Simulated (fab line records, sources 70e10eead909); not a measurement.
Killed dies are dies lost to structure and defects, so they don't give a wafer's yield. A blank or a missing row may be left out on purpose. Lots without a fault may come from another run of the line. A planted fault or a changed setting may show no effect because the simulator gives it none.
fab line records | flow nand_harc
record lots=12 wafers=36 last_day=33
route steps=1302 shown A_CHANNEL_HOLE_D1@479 A_CHANNEL_FILL_D1@492 A_DECK1_JOINT@535
lots that met no fault: from a run of the same line without faults
start_h: hours from the record's first day to the start of the lot's first wafer shown | wait_h: hours since the lot's step before | " the same as in the row above | L1.1+2: a row that stands for several wafers | - no value, or no start given | * or withheld: withheld | < > ~ a bound
route shown NAME@n: a module of which the file shows steps, and the number in the route of the first | usual: mean/standard deviation of fault-free wafers | same: alike in all rows | chamber/n: place in a boat | sites: the reading at each site | _std_site: their standard deviation | _edge_site: outer sites' mean less inner sites' | radius_mm: how far each site lies from the wafer's centre | mask NAME#n: copy n | behind: the tool/chamber that last shaped the wafer | hold: why the lot was held/for how many hours/how that ended | device: the transistor (n, p or np) that didn't switch | end of line: the same wafers' tests at the end of the route | a step without rows: its recipe alone | killed: dies lost to structure and defects at the first sort, not the wafer's yield | map: a wafer's dies, x killed, . not, _ none there
set.NAME: the setting as run; set.NAME@STEP: as run at that earlier step | model.NAME: the simulator's own value behind a step, which no gauge read
steps of the route over a sample of lots; a table a step, a row a wafer
services: from which hour (start_h, from the record's first day; less than 0 if before it) a tool's chamber was out of use, for how many hours, and why
## steps
# step NHARC_A_CHANNEL_HOLE_D1_ETCH_33
# recipe bias_v=400 source_w=2000 pressure_mtorr=25 time_s=90 ar_flow_sccm=375 c4f8_flow_sccm=41.7 o2_flow_sccm=83.3 temp_c=-20 target_depth_a=4000 chemistry=C4F8/O2/Ar
# usual c4f8_flow_sccm=41.70/0.13 chamber_pressure_mTorr=25.001/0.024 drypump_motor_current_A=5.29/0.17 mfc_ar_sccm=374.8/1.2 showerhead_plenum_p_Torr=3.71/0.071 throttle_valve_pct=27.618/0.0089
# columns lot.wafer tool chamber start_h wait_h c4f8_flow_sccm chamber_pressure_mTorr drypump_motor_current_A mfc_ar_sccm rf_hours_counter_h showerhead_plenum_p_Torr throttle_valve_pct
L149.1 har_etch-01 0 186.69 0.2 41.42 25.009 5.39 373.7 88 3.78 27.606
L149.2 " 1 " " 41.60 25.008 5.34 372.7 88 3.71 27.603
L149.5 " 1 " " 41.66 25.047 5.35 372.7 - 3.71 27.620
L150.4 har_etch-01 1 194.85 0.2 41.63 25.044 5.36 373.4 - 3.70 27.619
L150.5 " 1 " " 41.75 24.989 5.34 375.1 - 3.70 27.617
L150.6 " 0 " " 41.61 25.031 5.38 376.6 - 3.78 27.606
L151.4 har_etch-02 1 205.40 0.2 41.93 25.013 5.39 375.2 - 3.75 27.624
L151.3 " 0 " " 41.62 24.980 4.91 375.7 - 3.66 27.613
L151.6 " 1 " " 41.79 24.988 5.38 375.0 - 3.75 27.622
L152.1 har_etch-01 0 215.00 0.2 41.64 25.022 5.42 374.8 103 3.77 27.616
L152.4 " 0 " " 41.68 25.030 5.41 375.2 - 3.77 27.622
L152.5 " 0 " " 41.83 25.013 5.39 375.8 - 3.77 27.633
L153.4 har_etch-01 0 229.99 0.2 41.67 24.997 5.41 374.7 - 3.76 27.626
L153.6 " 0 " " 41.74 25.013 5.41 374.0 - 3.76 27.625
L153.5 " 1 " " 41.74 24.988 5.34 375.2 - 3.69 27.595
L157.1 har_etch-02 0 271.94 0.2 41.63 25.020 4.91 373.8 355 3.64 27.626
L157.3 " 1 " " 41.71 25.030 5.36 375.2 - 3.73 27.612
L157.5 " 1 " " 41.71 25.010 5.38 375.5 - 3.73 27.614
L158.2 har_etch-02 1 279.21 0.2 41.55 25.021 5.38 373.5 359 3.73 27.614
L158.1 " 0 " " 41.58 24.957 4.89 373.5 359 3.63 27.626
L158.6 " 0 " " 41.85 25.050 4.90 374.5 - 3.63 27.630
L165.1 har_etch-01 0 350.68 0.2 41.56 24.987 5.40 375.1 183 3.72 27.620
L165.2 " 1 " " 41.59 25.001 5.33 373.1 183 3.65 27.604
L165.5 " 0 " " 41.64 24.988 5.39 373.2 - 3.72 27.622
L167.1 har_etch-01 1 370.68 0.2 41.51 25.006 5.36 374.8 199 3.64 27.610
L167.2 " 0 " " 41.79 25.000 5.41 374.4 199 3.72 27.605
L167.3 " 0 " " 41.89 25.027 5.41 374.1 - 3.72 27.642
L168.1 har_etch-02 1 375.29 0.2 41.62 24.961 5.38 373.1 401 3.70 27.602
L168.4 " 0 " " 41.82 25.006 4.90 376.5 - 3.60 27.615
L168.6 " 0 " " 41.48 25.009 4.90 376.3 - 3.60 27.618
L169.3 har_etch-01 0 387.01 0.2 41.84 24.972 5.38 373.1 - 3.71 27.616
L169.4 " 1 " " 41.59 24.993 5.35 374.8 - 3.64 27.625
L169.5 " 0 " " 42.06 25.000 5.39 373.7 - 3.71 27.636
L171.2 har_etch-01 1 411.37 0.2 41.89 25.020 5.32 373.5 221 3.63 27.614
L171.4 " 1 " " 41.81 24.980 5.32 375.2 - 3.63 27.620
L171.6 " 1 " " 41.70 24.953 5.33 375.6 - 3.63 27.618
# step NHARC_A_CHANNEL_FILL_D1_ALD_02
# recipe target_thk_a=60 pulse_time_s=10 ald_cycles=60 temp_c=300 material=SiO2
# usual heater_power_w=459/49 precursor_pulse_height_rel=0.997/0.02
# columns lot.wafer tool chamber start_h wait_h heater_power_w precursor_pulse_height_rel
L149.2 ald_hk-01 1 188.77 - 474 0.995
L149.1 " 0 " " 399 0.986
L149.5 " 2 " " 439 1.010
L150.4 ald_hk-03 0 196.76 - 589 0.976
L150.5 " 0 " " 580 0.982
L150.6 " 1 " " 498 1.062
L151.3 ald_hk-03 0 207.32 - 585 1.002
L151.4 " 1 " " 493 0.998
L151.6 " 0 " " 591 0.971
L152.1 ald_hk-03 3 216.98 - 449 0.984
L152.4 " 1 " " 504 0.998
L152.5 " 2 " " 461 0.962
L153.4 ald_hk-01 2 232.22 - 444 0.988
L153.5 " 3 " " 413 1.009
L153.6 " 0 " " 394 1.024
L157.3 ald_hk-03 1 274.14 0.4 477 1.020
L157.1 " 2 " " 469 1.002
L157.5 " 3 " " 469 0.991
L158.2 ald_hk-02 1 281.32 0.3 451 0.988
L158.1 " 2 " " 413 0.930
L158.6 " 0 " " 504 0.994
L165.2 ald_hk-03 1 352.60 - 503 0.978
L165.1 " 2 " " 468 0.963
L165.5 " 1 " " 493 0.996
L167.2 ald_hk-03 2 372.68 - 476 0.984
L167.3 " 3 " " 471 0.993
L167.1 " 0 " " 566 1.027
L168.4 ald_hk-01 1 377.38 - 462 0.983
L168.1 " 2 " " 421 1.023
L168.6 " 0 " " 392 1.008
L169.4 ald_hk-01 1 388.87 - 467 1.010
L169.3 " 0 " " 380 0.975
L169.5 " 2 " " 424 1.010
L171.2 ald_hk-02 2 413.26 - 403 1.007
L171.4 " 0 " " 548 0.986
L171.6 " 3 " " 390 0.988
# step NHARC_A_CHANNEL_FILL_D1_ETCHBACK_20
# recipe target_depth_a=270 time_s=13.5 c4f8_flow_sccm=withheld o2_flow_sccm=8 ar_flow_sccm=withheld rf_w=600 bias_w=1500 chemistry=C4F8/O2/Ar
# usual chamber_pressure_mTorr=24.999/0.024 oes_product_au=0.96/0.037 rf_vpp_V=976/4.5
# columns lot.wafer tool chamber start_h wait_h chamber_pressure_mTorr oes_product_au rf_hours_counter_h rf_vpp_V
L149.2 rie_diel-07 3 211.02 - 25.013 0.99 6.5 972
L149.1 " 2 " " 25.047 1.02 5.4 979
L149.5 " 0 " " 25.019 1.00 - 979
L150.4 rie_diel-11 3 220.82 - 24.990 0.92 6.8 981
L150.6 " 2 " " 25.016 0.92 - 978
L150.5 " 3 " " 24.990 0.92 - 980
L151.3 rie_diel-11 2 231.62 - 25.027 0.92 5.0 977
L151.4 " 3 " " 24.999 0.93 7.0 981
L151.6 " 1 " " 24.999 0.92 - 981
L152.4 rie_diel-07 3 241.46 - 24.985 0.92 8.2 971
L152.1 " 1 " " 24.996 0.92 8.3 968
L152.5 " 2 " " 24.986 0.94 - 979
L153.4 rie_diel-07 3 256.87 - 25.037 0.93 8.7 972
L153.5 " 2 " " 24.978 0.94 - 980
L153.6 " 3 " " 24.979 0.92 - 971
L157.1 rie_diel-11 0 300.63 - 25.032 0.99 1.8 975
L157.3 " 1 " " 25.011 0.98 1.7 979
L157.5 " 0 " " 24.994 0.99 - 976
L158.1 rie_diel-11 2 309.80 - 24.994 1.01 2.0 977
L158.2 " 3 " " 24.994 0.99 2.1 979
L158.6 " 2 " " 24.981 1.01 - 976
L165.2 rie_diel-07 1 376.82 - 25.022 0.98 5.1 969
L165.1 " 3 " " 25.001 0.98 4.8 971
L165.5 " 0 " " 25.000 1.02 - 979
L167.1 rie_diel-10 1 397.15 - 25.014 0.92 8.5 972
L167.2 " 2 " " 24.984 0.93 7.8 982
L167.3 " 3 " " 24.980 0.91 8.5 982
L168.1 rie_diel-11 1 401.93 - 24.971 0.91 5.5 978
L168.6 " 2 " " 24.992 0.93 - 977
L168.4 " 0 " " 25.010 0.92 - 975
L169.3 rie_diel-11 3 412.93 - 25.022 0.93 6.3 980
L169.5 " 1 " " 25.058 0.91 - 979
L169.4 " 0 " " 24.936 0.93 - 974
L171.4 rie_diel-10 0 437.48 - 24.985 1.00 0.6 971
L171.2 " 1 " " 24.990 0.99 0.6 972
L171.6 " 0 " " 25.050 0.99 - 970
# step NHARC_A_DECK1_JOINT_CURE_26
# recipe temp_c=150 time_s=32 pressure_atm=0.395
# usual pressure_atm=0.3951/0.00073 susceptor_temp_C=149.99/0.13
# columns lot.wafer tool chamber start_h wait_h pressure_atm susceptor_temp_C
L149.1 fcvd-02 0 254.90 0.1 0.3956 149.93
L149.2 " 1 " " 0.3965 150.11
L149.5 " 1 " " 0.3962 149.88
L150.4 fcvd-02 0 265.85 0.1 0.3958 149.96
L150.5 " 0 " " 0.3965 150.06
L150.6 " 1 " " 0.3940 150.06
L151.4 fcvd-01 1 273.29 0.1 0.3951 149.77
L151.3 " 0 " " 0.3940 150.08
L151.6 " 0 " " 0.3945 149.93
L152.1 fcvd-01 0 282.46 0.1 0.3962 149.94
L152.4 " 1 " " 0.3943 150.02
L152.5 " 0 " " 0.3947 149.95
L153.4 fcvd-01 1 298.36 0.1 0.3954 149.74
L153.5 " 1 " " 0.3954 149.93
L153.6 " 0 " " 0.3954 149.98
L157.1 fcvd-01 0 345.59 0.1 - -
L157.3 " 0 " " - -
L157.5 " 1 " " - -
L158.2 fcvd-01 1 357.12 0.2 - -
L158.1 " 0 " " - -
L158.6 " 0 " " - -
L165.1 fcvd-01 1 420.64 0.1 0.3950 149.96
L165.2 " 0 " " 0.3960 150.18
L165.5 " 0 " " 0.3950 150.18
L168.1 fcvd-02 1 442.63 0.1 0.3944 149.90
L168.4 " 1 " " 0.3954 150.23
L168.6 " 1 " " 0.3947 150.17
L167.1 fcvd-01 1 442.64 0.1 0.3955 149.96
L167.2 " 0 " " 0.3959 149.90
L167.3 " 1 " " 0.3963 150.04
L169.4 fcvd-01 1 454.27 0.1 0.3959 150.01
L169.3 " 0 " " 0.3930 150.12
L169.5 " 1 " " 0.3955 150.20
L171.2 fcvd-01 1 479.93 0.1 0.3948 149.84
L171.4 " 0 " " 0.3942 149.90
L171.6 " 1 " " 0.3950 149.86
## services
# columns tool chamber start_h hours kind
rie_diel-07 0 166.78 35.2 repair
rie_diel-11 1 185.00 8.2 repair
fcvd-01 - 185.00 13.0 pm
rie_diel-11 2 185.96 24.1 repair
rie_diel-11 1 194.42 8.4 repair
rie_diel-07 2 196.63 1.9 repair
har_etch-02 - 227.03 2.7 repair
rie_diel-11 - 255.60 9.0 pm
fcvd-02 - 269.00 13.0 pm
fcvd-01 - 270.65 0.5 repair
ald_hk-01 - 297.78 10.0 pm
fcvd-02 1 299.54 13.2 repair
rie_diel-07 - 306.18 9.0 pm
fcvd-01 - 366.00 13.0 pm
rie_diel-07 2 373.29 27.6 repair
har_etch-02 - 378.41 17.0 pm
ald_hk-03 - 386.41 1.9 repair
fcvd-01 - 388.12 1.4 repair
rie_diel-11 2 388.89 8.8 repair
rie_diel-11 3 397.31 6.1 repair
ald_hk-03 - 405.19 10.0 pm
rie_diel-11 2 407.62 15.8 repair
rie_diel-11 - 432.73 9.0 pm
ald_hk-01 - 475.78 10.0 pm
## key
first_sign step=NHARC_A_DECK1_JOINT_CURE_26 reading=tool_record direction=missing
effect none on later readings
met_at NHARC_A_DECK1_JOINT_CURE_26
struck_lots L157,L158
tester_left_out L157,L158
not_acting_at NHARC_A_CHANNEL_HOLE_D1_ETCH_33,NHARC_A_CHANNEL_FILL_D1_ALD_02,NHARC_A_CHANNEL_FILL_D1_ETCHBACK_20
onset_between 298.36 345.59
fault kind=skipped_step_whole tool=fcvd-01 chamber=- onset_h=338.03 steps=NHARC_A_DECK1_JOINT_CURE_26 scope=struck_lots_only
# tester_left_out: of these lots the tester's yield and bins aren't shown, on N5 and GAA mostly nor the transistor test; their killed dies are dies lost to structure and defects alone, not to doping, threshold or leakage, so they don't give the yield
